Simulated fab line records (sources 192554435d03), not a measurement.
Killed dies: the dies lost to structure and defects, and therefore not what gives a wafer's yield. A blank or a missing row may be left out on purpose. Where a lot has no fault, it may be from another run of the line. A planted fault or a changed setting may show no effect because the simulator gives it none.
Split-lot experiment :: flow n5 finfet :: 7 lots, 39 wafers read, on a route of 1938 steps

== SPLIT DETAILS ==
At N5_SDB_HM_DEP_00 (deposits SiNx from SiH4/NH3/N2, target thk 40 nm, time 35.3 s), the setting time s was moved away from the recipe's 35.3 s on 18 of the 39 wafers read, by -58.9% to +56.9%. The other wafers ran this setting at the recipe's value.

== FROM THE SPLIT TO THE READING: what the file shows between them, 4 steps ==
- N5_SDB_COAT_03: time 60 s, resist thk 100 nm
- N5_SDB_COAT_04: time 60 s, resist thk 18 nm
- N5_SDB_STRIP_19: strips in N2/H2
- N5_SDB_STRIP_21: strips in CF4

== THE READING ==
oes product au, in a.u., at N5_SDB_HM_OPEN_20 (chemistry CH3F/O2, target SiNx, stops on poly-Si, target depth 24 nm). A value of 0.67 a.u. with a standard deviation of 0.066 a.u. is what fault-free wafers of this fab line usually give.

wafer: L081.1
tool, chamber at the split: pecvd-01, 0,1
time s as run, s: 41.45
against the recipe: +17.4%
oes product au, a.u.: 0.86
against lot-mates on the recipe: +0.22

wafer: L081.2
tool, chamber at the split: pecvd-01, 2
time s as run, s: 41.45
against the recipe: +17.4%
oes product au, a.u.: 0.68
against lot-mates on the recipe: +0.04

wafer: L081.3
tool, chamber at the split: pecvd-01, 0,1
time s as run, s: 41.45
against the recipe: +17.4%
oes product au, a.u.: 0.65
against lot-mates on the recipe: +0.01

wafer: L081.4
tool, chamber at the split: pecvd-01, 2
time s as run, s: 35.3
against the recipe: recipe
oes product au, a.u.: 0.75
against lot-mates on the recipe: -

wafer: L081.5
tool, chamber at the split: pecvd-01, 0
time s as run, s: 35.3
against the recipe: recipe
oes product au, a.u.: 0.59
against lot-mates on the recipe: -

wafer: L081.6
tool, chamber at the split: pecvd-01, 1
time s as run, s: 35.3
against the recipe: recipe
oes product au, a.u.: 0.57
against lot-mates on the recipe: -

wafer: L086.1
tool, chamber at the split: pecvd-01, 0
time s as run, s: 35.3
against the recipe: recipe
oes product au, a.u.: 0.72
against lot-mates on the recipe: -

wafer: L086.2
tool, chamber at the split: pecvd-01, 2
time s as run, s: 19.03
against the recipe: -46.1%
oes product au, a.u.: 0.32
against lot-mates on the recipe: -0.40

wafer: L086.3
tool, chamber at the split: pecvd-01, 0
time s as run, s: 35.3
against the recipe: recipe
oes product au, a.u.: 0.69
against lot-mates on the recipe: -

wafer: L086.4
tool, chamber at the split: pecvd-01, 2
time s as run, s: 35.3
against the recipe: recipe
oes product au, a.u.: 0.75
against lot-mates on the recipe: -

wafer: L086.5
tool, chamber at the split: pecvd-01, 0
time s as run, s: 19.03
against the recipe: -46.1%
oes product au, a.u.: 0.40
against lot-mates on the recipe: -0.32

wafer: L086.6
tool, chamber at the split: pecvd-01, 2
time s as run, s: 19.03
against the recipe: -46.1%
oes product au, a.u.: 0.44
against lot-mates on the recipe: -0.28

wafer: L089.1
tool, chamber at the split: pecvd-02, 1
time s as run, s: 35.3
against the recipe: recipe
oes product au, a.u.: 0.59
against lot-mates on the recipe: -

wafer: L089.3
tool, chamber at the split: pecvd-02, 2
time s as run, s: 35.3
against the recipe: recipe
oes product au, a.u.: 0.75
against lot-mates on the recipe: -

wafer: L089.4
tool, chamber at the split: pecvd-02, 0
time s as run, s: 35.3
against the recipe: recipe
oes product au, a.u.: 0.59
against lot-mates on the recipe: -

wafer: L090.1
tool, chamber at the split: pecvd-01, 1
time s as run, s: 21.55
against the recipe: -39.0%
oes product au, a.u.: 0.43
against lot-mates on the recipe: -0.27

wafer: L090.2
tool, chamber at the split: pecvd-01, 2
time s as run, s: 21.55
against the recipe: -39.0%
oes product au, a.u.: 0.44
against lot-mates on the recipe: -0.26

wafer: L090.3
tool, chamber at the split: pecvd-01, 0
time s as run, s: 35.3
against the recipe: recipe
oes product au, a.u.: 0.72
against lot-mates on the recipe: -

wafer: L090.4
tool, chamber at the split: pecvd-01, 0
time s as run, s: 21.55
against the recipe: -39.0%
oes product au, a.u.: 0.47
against lot-mates on the recipe: -0.23

wafer: L090.5
tool, chamber at the split: pecvd-01, 1,2
time s as run, s: 35.3
against the recipe: recipe
oes product au, a.u.: 0.68
against lot-mates on the recipe: -

wafer: L090.6
tool, chamber at the split: pecvd-01, 1,2
time s as run, s: 35.3
against the recipe: recipe
oes product au, a.u.: 0.71
against lot-mates on the recipe: -

wafer: L094.1
tool, chamber at the split: pecvd-02, 0
time s as run, s: 35.3
against the recipe: recipe
oes product au, a.u.: 0.70
against lot-mates on the recipe: -

wafer: L094.2
tool, chamber at the split: pecvd-02, 1
time s as run, s: 14.5
against the recipe: -58.9%
oes product au, a.u.: 0.33
against lot-mates on the recipe: -0.41

wafer: L094.3
tool, chamber at the split: pecvd-02, 2
time s as run, s: 14.5
against the recipe: -58.9%
oes product au, a.u.: 0.35
against lot-mates on the recipe: -0.39

wafer: L094.4
tool, chamber at the split: pecvd-02, 1
time s as run, s: 35.3
against the recipe: recipe
oes product au, a.u.: 0.79
against lot-mates on the recipe: -

wafer: L094.5
tool, chamber at the split: pecvd-02, 2
time s as run, s: 14.5
against the recipe: -58.9%
oes product au, a.u.: 0.33
against lot-mates on the recipe: -0.41

wafer: L094.6
tool, chamber at the split: pecvd-02, 0
time s as run, s: 35.3
against the recipe: recipe
oes product au, a.u.: 0.74
against lot-mates on the recipe: -

wafer: L095.1
tool, chamber at the split: pecvd-01, 1
time s as run, s: 55.37
against the recipe: +56.9%
oes product au, a.u.: 0.83
against lot-mates on the recipe: +0.09

wafer: L095.2
tool, chamber at the split: pecvd-01, 0
time s as run, s: 35.3
against the recipe: recipe
oes product au, a.u.: 0.70
against lot-mates on the recipe: -

wafer: L095.3
tool, chamber at the split: pecvd-01, 2,0
time s as run, s: 35.3
against the recipe: recipe
oes product au, a.u.: 0.73
against lot-mates on the recipe: -

wafer: L095.4
tool, chamber at the split: pecvd-01, 2,0
time s as run, s: 35.3
against the recipe: recipe
oes product au, a.u.: 0.78
against lot-mates on the recipe: -

wafer: L095.5
tool, chamber at the split: pecvd-01, 1
time s as run, s: 55.37
against the recipe: +56.9%
oes product au, a.u.: 0.95
against lot-mates on the recipe: +0.21

wafer: L095.6
tool, chamber at the split: pecvd-01, 2
time s as run, s: 55.37
against the recipe: +56.9%
oes product au, a.u.: 0.81
against lot-mates on the recipe: +0.07

wafer: L097.1
tool, chamber at the split: pecvd-02, 1
time s as run, s: 48.69
against the recipe: +37.9%
oes product au, a.u.: 0.81
against lot-mates on the recipe: +0.19

wafer: L097.2
tool, chamber at the split: pecvd-02, 0
time s as run, s: 35.3
against the recipe: recipe
oes product au, a.u.: 0.61
against lot-mates on the recipe: -

wafer: L097.3
tool, chamber at the split: pecvd-02, 2
time s as run, s: 48.69
against the recipe: +37.9%
oes product au, a.u.: 0.72
against lot-mates on the recipe: +0.10

wafer: L097.4
tool, chamber at the split: pecvd-02, 0
time s as run, s: 48.69
against the recipe: +37.9%
oes product au, a.u.: 0.70
against lot-mates on the recipe: +0.08

wafer: L097.5
tool, chamber at the split: pecvd-02, 1
time s as run, s: 35.3
against the recipe: recipe
oes product au, a.u.: 0.59
against lot-mates on the recipe: -

wafer: L097.6
tool, chamber at the split: pecvd-02, 2
time s as run, s: 35.3
against the recipe: recipe
oes product au, a.u.: 0.66
against lot-mates on the recipe: -
Where a row lists several chambers, the file gives one row for several wafers and doesn't say which wafer went through which chamber.

FIT RESULTS
A straight line over all 39 wafers: oes product au changes by +0.0046 a.u. for each +1% of time s; r = +0.88; the points scatter about the line by 0.077 a.u.
The same after taking each lot's own level away (the mean of its wafers on the recipe; 39 wafers): +0.0051 a.u. for each +1%; r = +0.90; scatter 0.076 a.u.
The reading moves by 0.3 a.u. for the largest change in time s, on that fit.
From 0.620 to 0.743 a.u.: that is the span of the lots' own levels, equal to 1.9 times the standard deviation above.
The two slopes agree, so the slope changes little with the lot-to-lot level.
Check: with one of the wafers moved furthest among these (-58.9%) left out of the fit, the line predicts -0.329 a.u. for it against its lot-mates. It came out at -0.413 a.u. against them.

== OTHER SPLITS APPLIED TO THESE WAFERS ==
Note: prior to the reading, these wafers also went through further splits. Each is held against what the fit with the lots' levels taken away leaves over:
other split on the same wafers: N5_ZERO_LAYER_DEVELOP_10 develop time s
wafers away from the commonest value: 15
r with oes product au (lot level and that fit taken away): -0.08

other split on the same wafers: N5_SD_EPI_N_EPI_21 time s
wafers away from the commonest value: 12
r with oes product au (lot level and that fit taken away): +0.02

== THE WHOLE CHAIN: every reading that the file lists as answering this split, in the file's order ==
step: N5_SDB_HM_DEP_00
what it does: deposits SiNx from SiH4/NH3/N2, target thk 40 nm, time 35.3 s
reading: SiNx_of_SDB_HM_DEP_00.thk nm (the simulator's own value, which no gauge read)
change (the file's fit): +0.4 nm for each +1% of the setting
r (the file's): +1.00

step: N5_SDB_HM_OPEN_20
what it does: chemistry CH3F/O2, target SiNx, stops on poly-Si, target depth 24 nm
reading: oes product au
change (the file's fit): +0.00519 a.u. for each +1% of the setting
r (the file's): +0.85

step: N5_SDB_HM_OPEN_20
what it does: chemistry CH3F/O2, target SiNx, stops on poly-Si, target depth 24 nm
reading: etch.depth nm (the simulator's own value, which no gauge read)
change (the file's fit): +0.32 nm for each +1% of the setting
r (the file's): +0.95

== THE FILE'S OWN FIT ==
oes product au changes by +0.00519 a.u. for each +1% of time s, r = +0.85.
